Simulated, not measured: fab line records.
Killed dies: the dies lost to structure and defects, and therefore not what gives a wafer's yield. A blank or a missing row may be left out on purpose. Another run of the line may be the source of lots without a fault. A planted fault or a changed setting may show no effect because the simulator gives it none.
fab line records	flow nandHarc
record lots=6	wafers=18	lastDay=24
route steps=1159 shown P_M1@306 P_M2@318 END@1159
lots that met no fault: taken from a fault-free run of the same line
startH: hours from the record's first day to the start of the lot's first wafer shown	waitH: how many hours have passed since the lot's step before this one	" the same as in the row above	L1.1+2: one row covering several wafers at once	- either no value or no given start	* or withheld: withheld	< > ~ a bound
route shown NAME@n: a module of which the file shows steps, and the number in the route of the first	usual: mean/standard deviation of fault-free wafers	same: alike in all rows	chamber/n: place in a boat	sites: the reading at each site	_std_site: the values' standard deviation	_edge_site: mean of outer sites minus mean of inner sites	radiusMm: how far each site lies from the wafer's centre	mask NAME#n: copy n	behind: tool/chamber where the wafer was last shaped	hold: why the lot was held/for how many hours/how that ended	device: transistor that didn't switch, given as n, p or np	end of line: the same wafers' tests at the end of the route	a step given without rows: its recipe and nothing more	killed: dies that structure and defects cost at the first sort, which is not the same as the wafer's yield	map: a wafer's dies, x killed, . not, _ none there
set.NAME: the run value of the setting; set.NAME@STEP: its run value at that earlier step	model.NAME: the simulator's own value behind a step, which no gauge read
a table for each step, a row for each wafer; lots at some steps of the route
services: when a tool's chamber went out of use (startH, in hours from the record's first day, below 0 if earlier), for how many hours, and the reason
## steps
# step NHARC_P_M1_PRE_CLEAN_30
# recipe timeS=30	tempC=280	gas=H2/He
# step NHARC_P_M1_PVD_20
# recipe targetThkA=50	biasV=168.6	powerW=15000	chamberPressurePa=0.12	timeS=8.06	substrateTempC=50	material=TaN
# usual throttleValvePct=30.2/0.72
# same timeS=8.06
lot.wafer	tool	chamber	startH	waitH	throttleValvePct
L290.2	pvdSputter-02	-	-	-	30.1
L290.4	"	-	"	"	30.7
L290.6	"	-	"	"	30.0
L291.4	pvdSputter-02	-	-	-	30.9
L291.5	"	-	"	"	30.0
L291.6	"	-	"	"	30.0
L296.3	pvdSputter-02	-	-	-	30.1
L296.2	"	-	"	"	30.1
L296.6	"	-	"	"	30.2
L297.2	pvdSputter-02	-	-	-	30.4
L297.6	"	-	"	"	29.8
L297.5	"	-	"	"	30.2
L307.3	pvdSputter-03	-	-	-	28.9
L307.2	"	-	"	"	28.9
L307.4	"	-	"	"	30.3
L311.4	pvdSputter-03	-	-	-	28.9
L311.5	"	-	"	"	29.1
L311.6	"	-	"	"	30.5
# step NHARC_P_M1_PVD_21
# recipe targetThkA=300	chamberPressurePa=5	powerW=5000	substrateTempC=30	timeS=20.49	material=Cu
# step NHARC_P_M1_ECD_22
# recipe targetThkA=4000	bathTempC=25	material=Cu
# step NHARC_P_M1_ANNEAL_31
# recipe tempC=225	timeS=90
# usual annealTempC=225.00/0.15	wafer_temp_C_max=225.93/0.24
# same timeS=90
lot.wafer	tool	chamber	startH	waitH	annealTempC	wafer_temp_C_max
L290.2	rtpAnneal-02	0	121.98	0.3	224.79	225.65
L290.4	"	0	"	"	224.72	226.14
L290.6	"	0	"	"	225.09	226.11
L291.4	rtpAnneal-02	0	133.16	-	224.94	225.84
L291.5	"	0	"	"	225.00	225.75
L291.6	"	0	"	"	224.80	226.14
L296.2	rtpAnneal-01	0	164.40	0.3	225.25	226.36
L296.3	"	0	"	"	225.00	225.77
L296.6	"	0	"	"	225.13	225.59
L297.2	rtpAnneal-01	0	165.51	-	225.02	226.11
L297.5	"	0	"	"	224.99	226.07
L297.6	"	0	"	"	224.97	225.70
L307.2	rtpAnneal-01	0	218.49	0.4	225.10	226.46
L307.3	"	0	"	"	225.03	226.25
L307.4	"	0	"	"	224.90	225.84
L311.4	rtpAnneal-01	0	248.99	0.3	224.88	225.71
L311.5	"	0	"	"	224.91	226.10
L311.6	"	0	"	"	225.15	226.23
# step NHARC_P_M1_CMP_23
# recipe tOverpolishS=20	targetThkNm=157.82
# usual motorCurrentA=12.5/1	slurryFilterDpKPa=13.49/0.15	timeToEndpointS=28.3/1.8
lot.wafer	tool	chamber	startH	waitH	motorCurrentA	slurryFilterDpKPa	timeToEndpointS
L290.4	cmp-03	0	122.33	-	13.8	13.89	29.4
L290.2	"	1	"	"	12.7	13.61	24.6
L290.6	"	3	"	"	13.1	13.44	26.0
L291.4	cmp-03	1	133.35	-	13.1	13.42	28.1
L291.6	"	1	"	"	13.6	13.70	28.8
L291.5	"	2	"	"	12.2	13.54	26.0
L296.2	cmp-04	0	164.69	-	10.6	13.63	27.6
L296.3	"	2	"	"	11.3	13.46	27.9
L296.6	"	1	"	"	12.2	13.46	29.3
L297.2	cmp-01	0	165.89	-	11.5	13.43	32.9
L297.5	"	1	"	"	13.4	13.39	28.8
L297.6	"	2	"	"	14.5	13.49	28.9
L307.4	cmp-01	2	218.79	-	14.9	13.49	25.8
L307.3	"	3	"	"	11.5	13.54	25.1
L307.2	"	0	"	"	11.8	13.53	28.7
L311.4	cmp-04	1	249.23	-	12.4	13.53	31.7
L311.6	"	3	"	"	12.4	13.76	33.6
L311.5	"	0	"	"	10.8	13.46	30.6
# step NHARC_P_M1_THK_MEAS_24
# recipe thkMeasGauge=xrf
# usual thkNm=157.8/1.2
lot.wafer	tool	chamber	startH	waitH	thkNm
L290.2	filmMetro-01	-	122.59	-	158.3
L290.4	"	-	"	"	158.5
L290.6	"	-	"	"	159.9
L291.4	filmMetro-02	-	133.66	-	159.3
L291.5	"	-	"	"	156.7
L291.6	"	-	"	"	157.9
L296.2	filmMetro-02	-	165.01	-	158.2
L296.3	"	-	"	"	158.1
L296.6	"	-	"	"	155.9
L297.2	filmMetro-01	-	166.12	-	158.0
L297.5	"	-	"	"	160.7
L297.6	"	-	"	"	158.8
L307.2	filmMetro-01	-	219.11	-	159.0
L307.3	"	-	"	"	159.1
L307.4	"	-	"	"	156.9
L311.4	filmMetro-01	-	249.49	-	158.6
L311.5	"	-	"	"	158.5
L311.6	"	-	"	"	156.3
# step NHARC_P_M1_SRD_25
# step NHARC_P_M1_INSPECT_27
# usual rawDefectCount=293/100
lot.wafer	tool	chamber	startH	waitH	rawDefectCount
L290.2	defectInspect-02	-	122.75	0.0	231
L290.4	"	-	"	"	345
L290.6	"	-	"	"	198
L291.4	defectInspect-02	-	133.82	0.0	294
L291.5	"	-	"	"	253
L291.6	"	-	"	"	438
L296.2	defectInspect-01	-	165.16	0.0	218
L296.3	"	-	"	"	403
L296.6	"	-	"	"	179
L297.2	defectInspect-01	-	166.29	0.0	321
L297.5	"	-	"	"	285
L297.6	"	-	"	"	381
L307.2	defectInspect-02	-	219.27	0.0	362
L307.3	"	-	"	"	227
L307.4	"	-	"	"	199
L311.4	defectInspect-02	-	249.65	0.0	237
L311.5	"	-	"	"	251
L311.6	"	-	"	"	379
# step NHARC_P_M1_PRE_CLEAN_32
# recipe timeS=12	tempC=370	rfPowerW=300	gas=NH3
# usual heaterPowerW=648/83
# same timeS=12
lot.wafer	tool	chamber	startH	waitH	heaterPowerW
L290.2	pecvd-04	1	122.91	0.2	698
L290.6	"	2	"	"	577
L290.4	"	1	"	"	712
L291.4	pecvd-02	1	133.92	0.1	509
L291.5	"	2	"	"	684
L291.6	"	0	"	"	576
L296.3	pecvd-04	2	165.23	0.1	571
L296.2	"	1	"	"	714
L296.6	"	1	"	"	700
L297.2	pecvd-03	2	166.36	0.1	747
L297.5	"	0	"	"	779
L297.6	"	1	"	"	718
L307.3	pecvd-04	1	219.35	0.1	802
L307.2	"	2	"	"	550
L307.4	"	2	"	"	557
L311.5	pecvd-03	0	249.75	0.1	740
L311.4	"	1	"	"	626
L311.6	"	2	"	"	775
# step NHARC_P_M1_DEP_33
# recipe targetThkA=300	tempC=370	targetThkNm=30	pressureTorr=3	flowSccm=200	rfW=450	material=SiCN
# usual heaterPowerW=598/90
lot.wafer	tool	chamber	startH	waitH	heaterPowerW
L290.2	pecvd-04	1	123.05	0.1	770
L290.6	"	2	"	"	482
L290.4	"	1	"	"	746
L291.4	pecvd-02	1	134.09	0.2	474
L291.5	"	2	"	"	569
L291.6	"	0	"	"	517
L296.3	pecvd-04	2	165.31	0.1	502
L296.2	"	1	"	"	749
L296.6	"	1	"	"	761
L297.2	pecvd-03	2	166.44	0.1	747
L297.5	"	0	"	"	712
L297.6	"	1	"	"	570
L307.3	pecvd-04	1	219.46	0.1	794
L307.2	"	2	"	"	444
L307.4	"	2	"	"	434
L311.5	pecvd-03	0	249.92	0.2	633
L311.4	"	1	"	"	608
L311.6	"	2	"	"	677
# step NHARC_P_M2_DEP_00
# recipe targetThkA=1825	targetThkNm=182.5	tempC=withheld	pressureTorr=5	flowSccm=200	rfW=600	material=SiOC
lot.wafer	tool	chamber	startH	waitH
L290.2+6+4	pecvd-04	2,1,2	123.54	-
L291.6+5+4	pecvd-03	0,1,2	134.52	-
L296.3+2+6	pecvd-04	0,1,2	165.75	-
L297.2+6+5	pecvd-04	1,1,2	166.90	-
L307.3+2+4	pecvd-03	2,0,0	219.87	-
L311.6+4+5	pecvd-02	0,1,2	250.34	-
# step NHARC_P_M2_DEHYDRATE_01
# recipe tempC=150	timeS=120
# step NHARC_P_M2_HMDS_02
# recipe timeS=30
# step NHARC_P_M2_COAT_34
# recipe tempC=200	timeS=65
# step NHARC_P_M2_COAT_03
# recipe spinRpm=1500	resistThkNm=90
# step NHARC_P_M2_SOFTBAKE_04
# recipe tempC=105	timeS=55
# step NHARC_P_M2_EBR_05
# step NHARC_P_M2_EXPOSE_06
# recipe na=1.35	targetCdNm=170	doseMj=80.78	maskId=P_M2
# step NHARC_P_M2_PEB_07
# recipe pebTempC=100	pebTimeS=65
# step NHARC_P_M2_DEVELOP_08
# recipe developTimeS=35	devTempC=23
# step NHARC_P_M2_CD_MEAS_09
# recipe targetCdNm=170	landingEnergyEv=500
# usual cdNm=169.9/0.53
lot.wafer	tool	chamber	startH	waitH	cdNm
L290.2	cdSem-01	0	124.33	-	169.6
L290.4	"	0	"	"	169.2
L290.6	"	0	"	"	168.7
L291.4	cdSem-02	0	135.22	-	169.2
L291.5	"	0	"	"	169.3
L291.6	"	0	"	"	169.8
L296.2	cdSem-01	0	166.54	-	170.7
L296.3	"	0	"	"	169.9
L296.6	"	0	"	"	170.2
L297.2	cdSem-02	0	167.68	-	169.9
L297.5	"	0	"	"	169.5
L297.6	"	0	"	"	169.4
L307.2	cdSem-02	0	220.66	-	169.5
L307.3	"	0	"	"	169.7
L307.4	"	0	"	"	169.7
L311.4	cdSem-01	0	251.05	-	170.0
L311.5	"	0	"	"	170.3
L311.6	"	0	"	"	170.7
# step NHARC_P_M2_OVL_MEAS_10
# recipe pitchNm=340
# usual overlayXNm=-0.2/0.81	overlayYNm=0.1/1
lot.wafer	tool	chamber	startH	waitH	overlayXNm	overlayYNm
L290.2	overlay-02	-	124.42	-	0.8	0.2
L290.4	"	-	"	"	0.1	0.2
L290.6	"	-	"	"	0.5	0.7
L291.4	overlay-01	-	135.30	-	0.1	0.8
L291.5	"	-	"	"	-0.3	0.7
L291.6	"	-	"	"	-0.4	0.5
L296.2	overlay-02	-	166.63	-	-0.4	-0.4
L296.3	"	-	"	"	-0.4	-0.4
L296.6	"	-	"	"	-0.7	-1.0
L297.2	overlay-01	-	167.77	-	-1.8	-0.5
L297.5	"	-	"	"	-2.3	-0.9
L297.6	"	-	"	"	-1.5	-0.5
L307.2	overlay-02	-	220.75	-	-0.6	1.6
L307.3	"	-	"	"	-1.0	1.5
L307.4	"	-	"	"	-1.0	1.2
L311.4	overlay-02	-	251.13	-	-1.1	-1.3
L311.5	"	-	"	"	-1.1	-0.6
L311.6	"	-	"	"	-0.8	-0.6
# step NHARC_P_M2_INSPECT_11
# usual rawDefectCount=4.3/2.5
lot.wafer	tool	chamber	startH	waitH	rawDefectCount
L290.2	defectInspect-01	-	124.46	0.0	2
L290.4	"	-	"	"	5
L290.6	"	-	"	"	1
L291.4	defectInspect-01	-	135.34	0.0	6
L291.5	"	-	"	"	7
L291.6	"	-	"	"	5
L296.2	defectInspect-02	-	166.66	0.0	367
L296.3	"	-	"	"	373
L296.6	"	-	"	"	400
L297.2	defectInspect-02	-	167.81	0.0	397
L297.5	"	-	"	"	338
L297.6	"	-	"	"	377
L307.2	defectInspect-01	-	220.78	0.0	6
L307.3	"	-	"	"	4
L307.4	"	-	"	"	6
L311.4	defectInspect-02	-	251.16	0.0	8
L311.5	"	-	"	"	5
L311.6	"	-	"	"	5
# step NHARC_P_M2_DESCUM_14
# recipe timeS=3	o2FlowSccm=200	arFlowSccm=0	biasPowerW=0	chemistry=O2
# step NHARC_END_SORT_01
# recipe tempC=25
# usual defectLimitedYield=95.5/1.4	killedAtArray=27/9.8	killedAtOther=0.6/0.83	killedAtPeriphery=3.5/2.4	killedDies=31/9.6	killedOpen=3.1/1.9	killedShort=2.0/1.5	sort_bin_2_pct=1.4/0.6	sort_bin_3_pct=0.26/0.23	sort_bin_4_pct=2.8/0.89	sortNPass=646/9.6	sortRimYieldPct=96.6/2.5	sortYieldPct=95.5/1.4
# same grossDies=677	sort_bin_5_pct[%]=0	sort_bin_6_pct[%]=0	sort_bin_7_pct[%]=0	sort_bin_8_pct[%]=0	sortRimNGross=106.00
lot.wafer	tool	chamber	startH	waitH	defectLimitedYield[%]	killedAtArray	killedAtOther	killedAtPeriphery	killedDies	killedOpen	killedShort	sort_bin_2_pct[%]	sort_bin_3_pct[%]	sort_bin_4_pct[%]	sortNPass	sortRimYieldPct[%]	sortYieldPct[%]
L291.4	prober-02	0	468.94	3.5	96.3	18	1	6	25	4	1	1.0	0.30	2.4	652	98.1	96.3
L291.5	prober-02	0	469.76	3.8	96.0	25	1	1	27	1	3	1.2	0.44	2.4	650	97.2	96.0
L291.6	prober-02	0	470.58	4.1	95.9	22	0	6	28	3	2	1.2	0.15	2.8	649	97.2	95.9
L290.2	prober-01	0	482.74	2.8	97.0	19	0	1	20	3	2	1.0	0.44	1.5	657	100.0	97.0
L290.4	prober-01	0	484.32	3.4	97.6	14	0	2	16	1	2	0.9	0.15	1.3	661	100.0	97.6
L290.6	prober-01	0	485.91	4.0	97.0	18	1	1	20	2	4	1.0	0.44	1.5	657	100.0	97.0
L297.2	prober-02	0	490.86	2.8	83.2	33	2	79	114	8	3	6.5	3.25	7.1	563	87.7	83.2
L297.5	prober-02	0	493.25	3.7	84.9	24	1	77	102	1	1	6.2	2.95	5.9	575	90.6	84.9
L297.6	prober-02	0	494.05	4.0	85.8	33	0	63	96	3	1	6.4	1.77	6.1	581	90.6	85.8
L296.2	prober-01	0	498.29	2.8	85.8	21	2	73	96	1	3	5.9	2.22	6.1	581	82.1	85.8
L296.3	prober-01	0	499.09	3.1	86.9	18	0	71	89	1	1	6.2	2.95	4.0	588	97.2	86.9
L296.6	prober-01	0	501.48	4.0	85.7	17	0	80	97	4	2	6.6	2.95	4.7	580	92.5	85.7
L311.4	prober-01	0	585.45	3.4	96.5	12	0	12	24	1	0	1.3	0.30	1.9	653	100.0	96.5
L311.5	prober-01	0	586.25	3.7	95.0	27	2	5	34	6	1	1.5	0.30	3.2	643	97.2	95.0
L311.6	prober-01	0	587.06	4.0	96.5	17	1	6	24	2	4	1.3	0	2.2	653	94.3	96.5
# killed by level:class
L291.4 A_SLIT:chamberFilmFlake=6 A_WL_FILL:chamberFilmFlake=5 P_ZERO_WELL:chamberFilmFlake=3 A_CHANNEL_HOLE_D1:chamberFilmFlake=2 A_STAIRCASE:chamberFilmFlake=2 P_STI:geometricParticle:open=1 P_M0:geometricParticle:open=1 A_ONON_D1:geometricParticle:short=1
L291.5 A_STAIRCASE:chamberFilmFlake=8 A_CHANNEL_HOLE_D1:chamberFilmFlake=4 A_WL_FILL:chamberFilmFlake=3 A_CONTACT:chamberFilmFlake=3 A_ONON_D1:geometricParticle:short=2 A_SLIT:chamberFilmFlake=2 A_SGD_CUT:geometricParticle:short=1 A_WL_FILL:geometricParticle:open=1
L291.6 A_SLIT:chamberFilmFlake=8 A_STAIRCASE:chamberFilmFlake=5 A_ZERO_WELL:chamberFilmFlake=3 P_GATE:geometricParticle:open=2 P_ZERO_WELL:chamberFilmFlake=2 P_GATE:chamberFilmFlake=2 A_CONTACT:chamberFilmFlake=2 A_CHANNEL_FILL_D1:geometricParticle:short=1
L290.2 A_SLIT:chamberFilmFlake=10 A_STAIRCASE:chamberFilmFlake=3 P_M2:geometricParticle:open=1 A_CHANNEL_FILL_D1:geometricParticle:open=1 A_WL_FILL:geometricParticle:short=1 A_CONTACT:geometricParticle:open=1 A_CONTACT:geometricParticle:short=1 A_CHANNEL_HOLE_D1:chamberFilmFlake=1
L290.4 A_SLIT:chamberFilmFlake=7 P_GATE:chamberFilmFlake=2 A_CHANNEL_HOLE_D1:geometricParticle:short=1 A_WL_FILL:geometricParticle:open=1 A_CONTACT:geometricParticle:short=1 A_CHANNEL_HOLE_D1:chamberFilmFlake=1 A_STAIRCASE:chamberFilmFlake=1 A_CONTACT:chamberFilmFlake=1
L290.6 A_CHANNEL_HOLE_D1:chamberFilmFlake=3 A_STAIRCASE:chamberFilmFlake=3 A_SLIT:chamberFilmFlake=3 A_CONTACT:chamberFilmFlake=2 A_ONON_D1:geometricParticle:short=1 A_CHANNEL_FILL_D1:geometricParticle:short=1 A_M0:geometricParticle:open=1 A_M1:geometricParticle:short=1
L297.2 P_M2:unspecified=72 A_CHANNEL_HOLE_D1:chamberFilmFlake=19 A_STAIRCASE:chamberFilmFlake=5 P_M0:chamberFilmFlake=3 P_M0:geometricParticle:open=2 A_CHANNEL_FILL_D1:geometricParticle:short=2 A_SGD_CUT:geometricParticle:open=2 A_CONTACT:chamberFilmFlake=2
L297.5 P_M2:unspecified=75 A_CHANNEL_HOLE_D1:chamberFilmFlake=8 A_STAIRCASE:chamberFilmFlake=7 A_BLC:chamberFilmFlake=3 A_CONTACT:chamberFilmFlake=2 A_CHANNEL_FILL_D1:geometricParticle:open=1 A_CHANNEL_FILL_D1:geometricParticle:short=1 P_ZERO_WELL:chamberFilmFlake=1
L297.6 P_M2:unspecified=62 A_CHANNEL_HOLE_D1:chamberFilmFlake=17 A_STAIRCASE:chamberFilmFlake=6 A_CONTACT:chamberFilmFlake=4 A_ONON_D1:geometricParticle:short=1 A_CHANNEL_FILL_D1:geometricParticle:open=1 A_SGD_CUT:geometricParticle:open=1 A_WL_FILL:geometricParticle:open=1
L296.2 P_M2:unspecified=71 A_SLIT:chamberFilmFlake=6 A_STAIRCASE:chamberFilmFlake=5 A_WL_FILL:chamberFilmFlake=3 A_CONTACT:chamberFilmFlake=3 A_CHANNEL_HOLE_D1:chamberFilmFlake=2 THIN_TSV:chamberFilmFlake=2 P_CONTACT:geometricParticle:open=1
L296.3 P_M2:unspecified=71 A_STAIRCASE:chamberFilmFlake=5 A_SLIT:chamberFilmFlake=5 A_CHANNEL_HOLE_D1:chamberFilmFlake=4 A_CONTACT:chamberFilmFlake=2 A_BONDPAD:geometricParticle:short=1 A_BONDPAD:geometricParticle:open=1
L296.6 P_M2:unspecified=77 A_STAIRCASE:chamberFilmFlake=7 A_SLIT:chamberFilmFlake=3 P_CONTACT:geometricParticle:short=1 P_M1:geometricParticle:open=1 A_SGD_CUT:geometricParticle:open=1 A_SGD_CUT:geometricParticle:short=1 A_WL_FILL:geometricParticle:open=1
L311.4 A_CHANNEL_HOLE_D1:chamberFilmFlake=7 P_BONDPAD:chamberFilmFlake=6 A_CONTACT:chamberFilmFlake=4 P_STI:chamberFilmFlake=3 P_STI:geometricParticle:open=1 P_ZERO_WELL:chamberFilmFlake=1 P_M0:chamberFilmFlake=1 A_SLIT:chamberFilmFlake=1
L311.5 A_CHANNEL_HOLE_D1:chamberFilmFlake=12 A_CONTACT:chamberFilmFlake=7 P_M0:chamberFilmFlake=3 A_BLC:geometricParticle:open=2 THIN_TSV:chamberFilmFlake=2 P_M0:geometricParticle:open=1 A_ONON_D1:geometricParticle:open=1 A_ONON_D1:geometricParticle:short=1
L311.6 A_CONTACT:chamberFilmFlake=7 A_CHANNEL_HOLE_D1:chamberFilmFlake=4 P_BONDPAD:chamberFilmFlake=3 A_BLC:geometricParticle:short=2 P_M0:chamberFilmFlake=2 P_STI:geometricParticle:short=1 A_SGD_CUT:geometricParticle:open=1 A_CONTACT:geometricParticle:short=1
# map L296.6 (x killed, . not)
____________.____________
_________......._________
_______..........._______
______.............______
_____..............._____
____.................____
____...........x.....____
___...................___
___.............x.....___
__.x...................__
__.................x...__
_..........x............_
_..............x........_
_......................._
_..................xx..._
_......................._
..x............x...x.....
.........................
.........................
.........................
.........................
_......x................_
_......................._
_..................xx..._
_...........x.x........._
_........x...xx........._
__......xxxxxxx.x......__
__.x.....xxxxxxx.......__
___.....xxxxxxxx......___
___...xxxxxxxxx.......___
____....xxxxxxx......____
____....xxxxxxxxx....____
_____...xxxxxxxx...._____
______..xxxxxxxx...______
_______..xxxxxxx.._______
_________xxxxx.._________
____________x____________
# map L297.2 (x killed, . not)
____________.____________
_________......._________
_______..........._______
______x............______
_____x.............._____
____xxxx.............____
____xxxx.............____
___xxxxxxx....x.......___
___xxxxxxx.....x......___
__xxxxxxx.x.........x..__
__xxxxxxx..............__
_.xxxxxxxxx............._
_.xxxxxxxx........xx...._
_x.xxxx..x....x...x....._
_...xxxxx.....x......x.._
_..xxx................x._
....xx.x..............x..
.x....x........x.......x.
.........................
....................x....
.................x.......
_................x......_
_......................._
_..........x......xx...._
_.............x........._
_......................._
__.....................__
__.....................__
___..x....x...........___
___...x..xx...........___
____.x...xxx.........____
____......x.x......x.____
_____.....x.xx......_____
______...x.x.......______
_______....x......_______
_________....x.._________
____________.____________
## services
tool	chamber	startH	hours	kind
pvdSputter-03	-	102.00	10.0	pm
cmp-04	-	105.00	4.0	pm
pecvd-03	-	111.15	13.0	pm
pvdSputter-02	-	125.19	1.9	repair
pecvd-02	-	153.07	13.0	pm
cmp-03	-	156.00	4.0	pm
cmp-01	-	162.87	1.7	repair
cmp-01	-	166.60	0.9	repair
pvdSputter-03	-	176.54	1.5	repair
cmp-03	-	179.77	0.4	repair
cmp-01	-	183.12	4.0	pm
pecvd-04	-	195.11	13.0	pm
pecvd-04	0	195.11	13.0	ventCycle
pecvd-04	1	195.11	13.0	ventCycle
pecvd-04	2	195.11	13.0	ventCycle
pvdSputter-02	-	199.40	1.1	repair
cmp-04	-	203.00	4.0	pm
cmp-01	-	212.17	0.9	repair
pvdSputter-02	-	214.00	10.0	pm
cmp-03	-	223.96	1.6	repair
pecvd-03	1	230.01	7.7	repair
pvdSputter-02	-	232.15	3.7	repair
cmp-01	-	234.57	0.2	repair
cmp-04	-	238.24	1.5	repair
## key
firstSign step=NHARC_P_M2_INSPECT_11	reading=rawDefectCount	direction=up	sigmas=99+	usual=4.3	struck=375.3
effect step=NHARC_END_SORT_01	reading=killedAtPeriphery	direction=up	sigmas=29	usual=3.5	struck=73.8
moreKillsBornAt NHARC_P_M2_DEP_00@pecvd-04=428
metAt NHARC_P_M2_DEP_00
struckWafers L296.2,L296.3,L296.6,L297.2,L297.5,L297.6
onsetBetween 123.54 165.75
alsoFits NHARC_P_M1_PVD_20:pvdSputter-02
fault kind=chamberParticleSource	tool=pecvd-04	chamber=-	onsetH=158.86	steps=NHARC_P_M2_DEP_00	ratePerVisitCm2=0.57317	endH=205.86
